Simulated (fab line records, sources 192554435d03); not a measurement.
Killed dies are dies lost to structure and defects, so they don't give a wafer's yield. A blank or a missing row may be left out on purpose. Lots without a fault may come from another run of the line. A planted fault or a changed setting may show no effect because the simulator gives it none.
A struck lot beside a sound one | flow n5_finfet | 16 steps out of a route of 1938
Sound: wafers L855.3, L855.4, L855.6. Struck: wafer L854.6. (L854.1, L854.2 of the same lot were not struck and are left out.) The cause comes at the end.
At each step with rows: each side's tool, then ch and its chambers, then its first start. Under that, the readings that differ: sound wafers | struck wafers | difference of the means | sigmas: that difference in standard deviations of wafers without a fault.
alike: readings whose means differ by less than 2 such deviations, and words and numbers that are the same on both sides. not compared: withheld readings, readings that some wafer has no value for, bounds like >300 that may hide the same value, and numbers for which the record gives no deviation and whose values overlap.
The two part at a step that has a row with sigmas, a row that says differs or no value, or rows on one side only. Numbers that don't overlap but have no deviation are shown without sigmas and don't part them. A reading that every wafer of one side lacks parts them only if that side has two wafers or more.

first, 4 steps without rows for these wafers: N5_BEOL_M2_SOFTBAKE_23 (time 60 s); N5_BEOL_M2_EXPOSE_25 (exposes mask V1, defocus 5 nm); N5_BEOL_M2_PEB_26 (peb time 60 s); N5_BEOL_M2_DEVELOP_27 (develop time 30 s).
N5_BEOL_M2_CD_MEAS_28: target cd 26.2 nm, target cd y 24.1 nm.
  sound on cd_sem-02 ch 0, day 12 00:23; struck on cd_sem-02 ch 0, day 12 00:36
  alike: cd_nm
N5_BEOL_M2_OVL_MEAS_29:
  sound on overlay-02 ch 0, day 12 00:26; struck on overlay-02 ch 0, day 12 00:38
  alike: V1_OVL
N5_BEOL_M2_INSPECT_30: inspects for defects (brightfield).
  sound on defect_inspect-02, day 12 00:28; struck on defect_inspect-02, day 12 00:41
  alike: raw_defect_count
N5_BEOL_M2_DESCUM_33: chemistry O2, time 7 s.
  sound on rie_diel-06 ch 0,2, day 12 00:31; struck on rie_diel-04 ch 3, day 12 00:44
  alike: drypump_motor_current_A, oes_product_au, rf_vpp_V, showerhead_plenum_p_Torr, throttle_valve_pct
  not compared: rf_hours_counter_h
N5_BEOL_M2_ETCH_77: etches underlayer in N2/H2, target depth 6.5 nm, time 5.2 s.
  sound on rie_diel-06 ch 0,2, day 12 00:32; struck on rie_diel-04 ch 3, day 12 00:46
  alike: drypump_motor_current_A, etch_rf_on_time_s, oes_product_au, rf_vpp_V, showerhead_plenum_p_Torr, throttle_valve_pct
  not compared: rf_hours_counter_h
N5_BEOL_M2_ETCH_69: etches SiARC in CF4, target depth 15.6 nm, time 26 s.
  sound on rie_diel-06 ch 0,2, day 12 00:34; struck on rie_diel-04 ch 3, day 12 00:47
  alike: drypump_motor_current_A, etch_rf_on_time_s, oes_product_au, rf_vpp_V, showerhead_plenum_p_Torr, throttle_valve_pct
  not compared: rf_hours_counter_h
N5_BEOL_M2_ALD_98: deposits SiO2, target thk 2.5 nm, pulse time 1 s, co reactant pulse time 1 s.
  sound on ald_sin-03 ch 1,2, day 12 00:38; struck on ald_sin-03 ch 3, day 12 00:52
  reading                    | sound             | struck | difference | sigmas
  precursor_pulse_height_rel | 0.989 0.984 1.022 | 0.941  | -0.057     | -3
  alike: heater_power_w
N5_BEOL_M2_ETCHBACK_99: etches SiO2 in CHF3, target depth 5 nm, time 10.4 s.
  sound on rie_diel-06 ch 0,1,2, day 12 01:28; struck on rie_diel-04 ch 2, day 12 01:29
  alike: drypump_motor_current_A, oes_ar_750_au, oes_product_au, rf_vpp_V, showerhead_plenum_p_Torr, throttle_valve_pct
  not compared: rf_hours_counter_h
N5_BEOL_M2_ETCH_70: etches SOC in N2/H2, target depth 80 nm, overetch 24 nm, time 130 s.
  sound on rie_diel-06 ch 0,1,2, day 12 01:29; struck on rie_diel-04 ch 2, day 12 01:32
  reading                                    | sound       | struck | difference | sigmas
  model.SiARC_of_BEOL_M2_COAT_68.thk_nm (nm) | 5.8 5.6 5.8 | 3      | -3         |
  alike: drypump_motor_current_A, oes_product_au, rf_vpp_V, showerhead_plenum_p_Torr, throttle_valve_pct
  not compared: rf_hours_counter_h
then, 1 step without rows for these wafers: N5_BEOL_M2_STRIP_71 (strips in N2/H2).
N5_BEOL_M4_RC_MEAS_101:
  sound on prober-02 ch 0, day 13 04:30; struck on prober-01 ch 0, day 13 08:56
  alike: DIBL_N, DIBL_P, IOFF_N, IOFF_P, ION_N, ION_P, SS_N, SS_P, VT_N, VT_P
then, 1 step without rows for these wafers: N5_PASSIVATION_PROBE_49.

WHERE THEY PART
Only at N5_BEOL_M2_ALD_98, within this record. Later steps at which nothing parts them and some readings are alike: N5_BEOL_M2_ETCHBACK_99, N5_BEOL_M2_ETCH_70, N5_BEOL_M4_RC_MEAS_101.

WHY: what the simulator had put in
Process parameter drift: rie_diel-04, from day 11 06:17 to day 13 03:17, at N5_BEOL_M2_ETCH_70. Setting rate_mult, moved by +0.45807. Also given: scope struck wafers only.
